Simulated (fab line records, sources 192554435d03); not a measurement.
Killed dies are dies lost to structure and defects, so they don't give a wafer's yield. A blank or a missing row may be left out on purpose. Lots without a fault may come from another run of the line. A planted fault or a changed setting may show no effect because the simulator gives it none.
Chamber matching | flow n5_finfet | N5_BEOL_M12_DESCUM_15 on rie_diel-05: 4 sister chambers
The step chemistry O2, time 7.9 s. 14 wafers are shown with their chamber, then 7 later ones without.

WAFERS WITH THEIR CHAMBER
wafer  | chamber | showerhead_plenum_p_Torr (Torr) | oes_product_au (a.u.) | throttle_valve_pct (%)
L074.1 | 1       | 2.08                            | 0.69                  | 20.2
L074.5 | 1       | 2.08                            | 0.70                  | 20.2
L074.6 | 0       | 1.97                            | 0.77                  | 20.1
L077.1 | 0       | 1.97                            | 0.77                  | 20.1
L077.3 | 2       | 2.03                            | 0.82                  | 20.3
L077.6 | 1       | 2.07                            | 0.69                  | 20.2
L081.2 | 0       | 1.97                            | 0.76                  | 20.1
L081.3 | 3       | 2.16                            | 0.96                  | 20.2
L081.5 | 2       | 2.03                            | 0.81                  | 20.3
L084.1 | 0       | 1.96                            | 0.76                  | 20.2
L084.4 | 0       | 1.96                            | 0.76                  | 20.1
L084.6 | 2       | 2.03                            | 0.80                  | 20.3
L086.1 | 2       | 2.03                            | 0.79                  | 20.3
L086.2 | 0       | 1.96                            | 0.76                  | 20.1

SIGNATURES (means of the wafers above)
reading                  | chamber 0 | chamber 1 | chamber 2 | chamber 3 | scatter within a chamber
showerhead_plenum_p_Torr | 1.9650    | 2.0767    | 2.0300    | 2.1600    | 0.00465
oes_product_au           | 0.7633    | 0.6933    | 0.8050    | 0.9600    | 0.00837
throttle_valve_pct       | 20.117    | 20.200    | 20.300    | 20.200    | 0.0289
Rule: a wafer's distance from a chamber is the root of the sum, over the readings, of the square of ((its reading less the chamber's mean) divided by the reading's scatter). The wafer belongs to the nearest chamber; if the next one is less than 2 further off, it can't be placed. The scatter: the root of (the sum of the squares of (reading less its chamber's mean) over the shown wafers, divided by (wafers less chambers)).

WAFERS WITHOUT THEIR CHAMBER
wafer  | showerhead_plenum_p_Torr (Torr) | oes_product_au (a.u.) | throttle_valve_pct (%)
L086.3 | 2.07                            | 0.68                  | 20.3
L090.1 | 1.96                            | 0.74                  | 20.2
L090.2 | 2.06                            | 0.66                  | 20.3
L090.6 | 2.02                            | 0.77                  | 20.3
L097.1 | 1.95                            | 0.72                  | 20.2
L097.4 | 1.95                            | 0.72                  | 20.2
L097.5 | 1.95                            | 0.72                  | 20.2

WHICH CHAMBER EACH WENT THROUGH
wafer  | from the rows above | in truth
L086.3 | 1                   | 1
L090.1 | 0                   | 0
L090.2 | 1                   | 1
L090.6 | 2                   | 2
L097.1 | 0                   | 0
L097.4 | 0                   | 0
L097.5 | 0                   | 0
Placed correctly: 7 of 7. Can't be placed from these rows: 0. Placed wrongly: 0.
